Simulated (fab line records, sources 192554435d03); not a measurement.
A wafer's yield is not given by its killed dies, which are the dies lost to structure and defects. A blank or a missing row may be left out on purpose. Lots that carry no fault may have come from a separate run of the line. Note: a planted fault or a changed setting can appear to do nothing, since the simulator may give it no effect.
Which tool did it? | flow n5 finfet | 24 lots with 72 wafers sampled at 6 steps, on a route of 1938 steps

## WHAT THE GAUGES READ, wafer by wafer
N5_WELL_APT_CD_MEAS_08 targets a cd of 200 nm.
lot  | measured    | on        | cd nm (nm)
L074 | day 1 13:49 | cd sem-01 | 201.2 200.1 203.8
L075 | day 1 19:44 | cd sem-03 | 198.9 199.2 202.9
L076 | day 2 01:55 | cd sem-02 | 200.9 199.2 198.9
L077 | day 2 07:44 | cd sem-03 | 203.0 200.1 199.6
L078 | day 2 13:41 | cd sem-02 | 201.7 200.0 202.3
L079 | day 2 20:01 | cd sem-01 | 200.7 203.1 200.7
L080 | day 3 01:41 | cd sem-02 | 203.1 203.2 205.4
L081 | day 3 08:05 | cd sem-02 | 198.0 198.9 199.6
L082 | day 3 13:39 | cd sem-03 | 199.3 197.4 199.9
L083 | day 3 20:08 | cd sem-02 | 199.0 198.3 197.1
L084 | day 4 01:59 | cd sem-03 | 199.8 200.4 203.0
L085 | day 4 07:43 | cd sem-01 | 200.7 200.5 202.1
L086 | day 4 13:44 | cd sem-02 | 197.0 199.2 200.4
L087 | day 4 19:41 | cd sem-03 | 202.5 205.6 203.0
L088 | day 5 01:49 | cd sem-01 | 199.5 196.1 199.4
L089 | day 5 07:34 | cd sem-02 | 199.9 200.7 201.9
L090 | day 5 14:01 | cd sem-02 | 198.4 201.2 197.7
L091 | day 5 19:37 | cd sem-03 | 199.8 202.2 200.4
L092 | day 6 01:54 | cd sem-02 | 197.9 198.7 199.1
L093 | day 6 07:46 | cd sem-02 | 200.1 196.8 198.8
L094 | day 6 13:51 | cd sem-02 | 206.4 202.8 200.1
L095 | day 6 20:11 | cd sem-02 | 199.8 198.2 196.6
L096 | day 7 01:35 | cd sem-03 | 201.0 201.1 201.2
L097 | day 7 07:49 | cd sem-01 | 200.8 198.1 199.3

N5_WELL_APT_INSPECT_27: inspects for defects (macro).
lot  | measured    | on                | raw defect count
L074 | day 1 15:08 | defect inspect-02 | 3 2 5
L075 | day 1 21:02 | defect inspect-02 | 5 4 2
L076 | day 2 03:13 | defect inspect-02 | 2 1 1
L077 | day 2 09:10 | defect inspect-01 | 2 3 1
L078 | day 2 14:53 | defect inspect-02 | 4 3 2
L079 | day 2 21:11 | defect inspect-02 | 1 2 1
L080 | day 3 03:30 | defect inspect-02 | 1 1 3
L081 | day 3 09:23 | defect inspect-01 | 2 1 2
L082 | day 3 15:32 | defect inspect-02 | 2 1 1
L083 | day 3 21:41 | defect inspect-02 | 0 3 5
L084 | day 4 03:16 | defect inspect-02 | 3 2 2
L085 | day 4 08:53 | defect inspect-02 | 1 2 2
L086 | day 4 14:55 | defect inspect-02 | 3 0 1
L087 | day 4 20:54 | defect inspect-01 | 2 2 3
L088 | day 5 02:59 | defect inspect-02 | 1 3 1
L089 | day 5 08:48 | defect inspect-02 | 1 3 3
L090 | day 5 15:11 | defect inspect-02 | 3 4 2
L091 | day 5 20:54 | defect inspect-01 | 2 1 0
L092 | day 6 03:18 | defect inspect-02 | 4 1 3
L093 | day 6 09:04 | defect inspect-02 | 1 3 0
L094 | day 6 15:06 | defect inspect-01 | 3 1 5
L095 | day 6 21:28 | defect inspect-02 | 1 0 1
L096 | day 7 02:53 | defect inspect-02 | 0 3 2
L097 | day 7 09:07 | defect inspect-01 | 0 0 3

N5_PMOS_HMC_CHANNEL_EPI_OVL_MEAS_10.
lot  | measured    | on         | PMOS_HMC_BLK_OVL (nm)
L074 | day 1 17:17 | overlay-01 | -0.1 1.6 0.3
L075 | day 1 23:41 | overlay-01 | -0.9 -0.1 0.6
L076 | day 2 05:34 | overlay-02 | 0.1 -1.5 0.8
L077 | day 2 11:40 | overlay-02 | -1.0 -0.8 -0.5
L078 | day 2 17:17 | overlay-01 | -0.6 0.9 1.5
L079 | day 2 23:30 | overlay-01 | 0.4 0.4 -0.1
L080 | day 3 05:50 | overlay-01 | -1.7 -0.1 -0.3
L081 | day 3 11:36 | overlay-02 | 0.0 0.1 -0.7
L082 | day 3 17:34 | overlay-02 | 0.2 0.3 -0.1
L083 | day 3 23:52 | overlay-02 | -0.3 -0.3 0.1
L084 | day 4 05:39 | overlay-01 | -0.5 0.7 -0.8
L085 | day 4 11:05 | overlay-02 | -1.0 -0.7 -0.6
L086 | day 4 17:15 | overlay-02 | -0.3 0.7 -1.3
L087 | day 4 23:04 | overlay-02 | -0.3 -0.5 -0.7
L088 | day 5 05:10 | overlay-01 | 0.3 1.2 1.6
L089 | day 5 10:57 | overlay-01 | -1.3 -0.6 0.2
L090 | day 5 17:25 | overlay-01 | -0.1 -0.1 -0.8
L091 | day 5 23:02 | overlay-01 | 0.2 -0.4 0.4
L092 | day 6 05:20 | overlay-02 | -0.4 -1.6 -0.3
L093 | day 6 11:31 | overlay-01 | 0.8 0.7 0.9
L094 | day 6 17:08 | overlay-02 | -0.7 -0.3 -1.1
L095 | day 6 23:41 | overlay-01 | -1.1 -0.7 -1.1
L096 | day 7 05:10 | overlay-01 | 0.0 -1.2 -1.0
L097 | day 7 11:26 | overlay-01 | -0.3 -0.6 -0.6

N5_PMOS_HMC_CHANNEL_EPI_INSPECT_30: inspects for defects (darkfield).
lot  | measured    | on                | raw defect count
L074 | day 1 20:13 | defect inspect-02 | 21 16 11
L075 | day 2 02:35 | defect inspect-02 | 19 25 20
L076 | day 2 08:39 | defect inspect-01 | 23 29 23
L077 | day 2 14:29 | defect inspect-01 | 14 21 20
L078 | day 2 20:05 | defect inspect-02 | 17 26 22
L079 | day 3 02:33 | defect inspect-01 | 27 29 16
L080 | day 3 09:10 | defect inspect-01 | 21 19 16
L081 | day 3 14:32 | defect inspect-01 | 29 31 30
L082 | day 3 20:53 | defect inspect-01 | 25 16 15
L083 | day 4 04:03 | defect inspect-02 | 26 23 21
L084 | day 4 08:49 | defect inspect-02 | 15 20 14
L085 | day 4 14:58 | defect inspect-01 | 9 30 17
L086 | day 4 20:04 | defect inspect-02 | 14 20 21
L087 | day 5 01:52 | defect inspect-01 | 13 22 27
L088 | day 5 07:59 | defect inspect-02 | 20 24 19
L089 | day 5 13:46 | defect inspect-01 | 28 29 30
L090 | day 5 20:13 | defect inspect-01 | 15 14 13
L091 | day 6 01:57 | defect inspect-01 | 36 31 22
L092 | day 6 08:10 | defect inspect-02 | 23 25 16
L093 | day 6 14:23 | defect inspect-02 | 15 20 16
L094 | day 6 20:09 | defect inspect-01 | 21 17 11
L095 | day 7 02:29 | defect inspect-02 | 21 21 17
L096 | day 7 07:58 | defect inspect-02 | 16 22 20
L097 | day 7 14:16 | defect inspect-02 | 16 13 11

## TOOL THAT RAN EACH LOT (tool first, then ch and the chambers of the sampled wafers, then the start)
lot  | N5_ZERO_LAYER_PECVD_02         | N5_PMOS_HMC_CHANNEL_EPI_STRIP_33
L074 | pecvd-04 ch 0,2, day 1 12:17   | rie diel-02 ch 0,1, day 1 17:37
L075 | pecvd-03 ch 1,2, day 1 18:17   | rie diel-05 ch 0,1, day 1 23:56
L076 | pecvd-03 ch 0,1, day 2 00:19   | rie diel-05 ch 0,1, day 2 06:02
L077 | pecvd-03 ch 0,1, day 2 06:17   | rie diel-02 ch 1,2,3, day 2 11:51
L078 | pecvd-02 ch 0,2, day 2 12:17   | rie diel-02 ch 0,2,3, day 2 17:28
L079 | pecvd-02 ch 0,1,2, day 2 18:17 | rie diel-02 ch 1,2,3, day 2 23:49
L080 | pecvd-04 ch 0,2, day 3 00:17   | rie diel-06 ch 1,3, day 3 06:34
L081 | pecvd-02 ch 0,1,2, day 3 06:23 | rie diel-02 ch 1,2,3, day 3 11:50
L082 | pecvd-02 ch 0,1, day 3 12:17   | rie diel-02 ch 1,2,3, day 3 18:14
L083 | pecvd-03 ch 0,1,2, day 3 18:17 | rie diel-06 ch 0,1,3, day 4 01:02
L084 | pecvd-03 ch 0,1,2, day 4 00:19 | rie diel-06 ch 2,3, day 4 06:07
L085 | pecvd-04 ch 0,1, day 4 06:17   | rie diel-02 ch 1,2,3, day 4 11:26
L086 | pecvd-03 ch 0,1,2, day 4 12:17 | rie diel-06 ch 0,1,3, day 4 17:26
L087 | pecvd-04 ch 0,1, day 4 18:17   | rie diel-05 ch 1,2,3, day 4 23:16
L088 | pecvd-04 ch 0,1, day 5 00:17   | rie diel-06 ch 0,2,3, day 5 05:22
L089 | pecvd-03 ch 0,2, day 5 06:18   | rie diel-05 ch 1,2, day 5 11:08
L090 | pecvd-03 ch 0,1,2, day 5 12:18 | rie diel-05 ch 0,2,3, day 5 17:36
L091 | pecvd-02 ch 1,2, day 5 18:18   | rie diel-05 ch 0,1,3, day 5 23:14
L092 | pecvd-02 ch 0,1,2, day 6 00:19 | rie diel-05 ch 1,2,3, day 6 05:32
L093 | pecvd-04 ch 0,1, day 6 06:28   | rie diel-05 ch 1,3, day 6 11:42
L094 | pecvd-04 ch 1,2, day 6 12:18   | rie diel-02 ch 0,2,3, day 6 17:20
L095 | pecvd-02 ch 0,2, day 6 18:17   | rie diel-05 ch 1,2,3, day 6 23:53
L096 | pecvd-03 ch 0,1,2, day 7 00:19 | rie diel-02 ch 0,1,3, day 7 05:21
L097 | pecvd-04 ch 0,1,2, day 7 06:17 | rie diel-05 ch 0,1,2, day 7 11:37
- N5_ZERO_LAYER_PECVD_02: deposits SiO2 from SiH4/N2O, target thk 10 nm, time 6 s.
- N5_PMOS_HMC_CHANNEL_EPI_STRIP_33: strips in N2/H2.

## WHAT THE TOOLS THEMSELVES READ (means of the sampled wafers that have a number; where no wafer has one, the mark that the record gives instead)
N5_ZERO_LAYER_PECVD_02.
lot  | tool     | chamber pressure Torr (Torr) | heater power w (W) | showerhead plenum p Torr (Torr) | showerhead vpp V (V)
L074 | pecvd-04 | 0.7507                       | 744                | 8.00                            | 1034
L075 | pecvd-03 | 0.7511                       | 872                | 8.22                            | 1070
L076 | pecvd-03 | 0.7511                       | 791                | 8.09                            | 1010
L077 | pecvd-03 | 0.7495                       | 784                | 8.14                            | 1011
L078 | pecvd-02 | 0.7508                       | 729                | 8.05                            | 973
L079 | pecvd-02 | 0.7501                       | 713                | 8.08                            | 981
L080 | pecvd-04 | 0.7492                       | 808                | 7.88                            | 1054
L081 | pecvd-02 | 0.7504                       | 688                | 8.07                            | 985
L082 | pecvd-02 | 0.7496                       | 735                | 8.10                            | 946
L083 | pecvd-03 | 0.7508                       | 860                | 8.14                            | 1025
L084 | pecvd-03 | 0.7482                       | 816                | 8.13                            | 1031
L085 | pecvd-04 | 0.7508                       | 718                | 7.82                            | 1061
L086 | pecvd-03 | 0.7485                       | 836                | 8.14                            | 1033
L087 | pecvd-04 | 0.7499                       | 744                | 7.83                            | 1073
L088 | pecvd-04 | 0.7519                       | 685                | 7.88                            | 1071
L089 | pecvd-03 | 0.7503                       | 764                | 8.11                            | 1024
L090 | pecvd-03 | 0.7495                       | 857                | 8.14                            | 1030
L091 | pecvd-02 | 0.7493                       | 686                | 8.11                            | 977
L092 | pecvd-02 | 0.7508                       | 737                | 8.08                            | 969
L093 | pecvd-04 | 0.7498                       | 719                | 7.83                            | 1074
L094 | pecvd-04 | 0.7500                       | 745                | 8.02                            | 1056
L095 | pecvd-02 | 0.7484                       | 675                | 8.06                            | 982
L096 | pecvd-03 | 0.7504                       | 844                | 8.15                            | 1031
L097 | pecvd-04 | 0.7515                       | 718                | 7.95                            | 1047

N5_PMOS_HMC_CHANNEL_EPI_STRIP_33.
lot  | tool        | drypump motor current A (A) | oes product au (a.u.) | rf vpp V (V) | showerhead plenum p Torr (Torr) | throttle valve pct (%)
L074 | rie diel-02 | 6.2                         | 0.77                  | 55.3         | 3.43                            | 19.02
L075 | rie diel-05 | 5.9                         | 0.73                  | 54.5         | 3.38                            | 19.04
L076 | rie diel-05 | 5.8                         | 0.72                  | 50.9         | 3.30                            | 19.19
L077 | rie diel-02 | 6.0                         | 0.79                  | 54.4         | 3.38                            | 19.03
L078 | rie diel-02 | 6.3                         | 0.79                  | 53.5         | 3.34                            | 19.11
L079 | rie diel-02 | 6.1                         | 0.78                  | 54.8         | 3.37                            | 19.06
L080 | rie diel-06 | 5.7                         | 0.78                  | 54.2         | 3.42                            | 18.82
L081 | rie diel-02 | 6.0                         | 0.76                  | 55.1         | 3.37                            | 19.07
L082 | rie diel-02 | 6.0                         | 0.77                  | 53.7         | 3.37                            | 19.08
L083 | rie diel-06 | 6.0                         | 0.85                  | 52.9         | 3.40                            | 18.89
L084 | rie diel-06 | 6.0                         | 0.74                  | 53.8         | 3.40                            | 18.93
L085 | rie diel-02 | 6.0                         | 0.76                  | 52.0         | 3.36                            | 19.08
L086 | rie diel-06 | 6.0                         | 0.83                  | 54.1         | 3.39                            | 18.91
L087 | rie diel-05 | 5.9                         | 0.73                  | 51.6         | 3.31                            | 19.08
L088 | rie diel-06 | 6.3                         | 0.80                  | 53.3         | 3.37                            | 18.99
L089 | rie diel-05 | 6.4                         | 0.71                  | 53.5         | 3.31                            | 18.95
L090 | rie diel-05 | 5.9                         | 0.73                  | 53.8         | 3.38                            | 18.95
L091 | rie diel-05 | 5.6                         | 0.73                  | 54.4         | 3.33                            | 19.15
L092 | rie diel-05 | 5.9                         | 0.73                  | 53.8         | 3.30                            | 19.08
L093 | rie diel-05 | 5.6                         | 0.72                  | 52.3         | 3.26                            | 19.31
L094 | rie diel-02 | 6.3                         | 0.75                  | 53.3         | 3.32                            | 19.15
L095 | rie diel-05 | 5.9                         | 0.73                  | 53.4         | 3.30                            | 19.10
L096 | rie diel-02 | 6.3                         | 0.75                  | 53.6         | 3.37                            | 19.22
L097 | rie diel-05 | 6.1                         | 0.79                  | 55.7         | 3.33                            | 18.86

## THE ANSWER, worked out from the rows above alone
Rule: the usual values come from the lots themselves. The widest of any qualifying gaps counts: lots, ordered by their means at a reading, are off when they make up no more than a third of the lots, leave a main group of 4 or more, and stand apart from it by 3 or more times the standard deviation of that group's means. A main group is skipped when, at the precision printed for the reading in the tables above, its means are all equal. A lot without any number at a reading at which 4 lots or more have one is off too. Any other lot the step has rows for is counted as sound. After the gauges, taken in route order, come the tools' own readings; for these a lot's mean is taken, as printed above. The first step at which some lot is off is used, and at that step the reading that is off furthest; a lot without a number counts as furthest.
No lot is off at any reading shown: from this, nothing can be told.

## WHAT THE SIMULATOR HAD PUT IN
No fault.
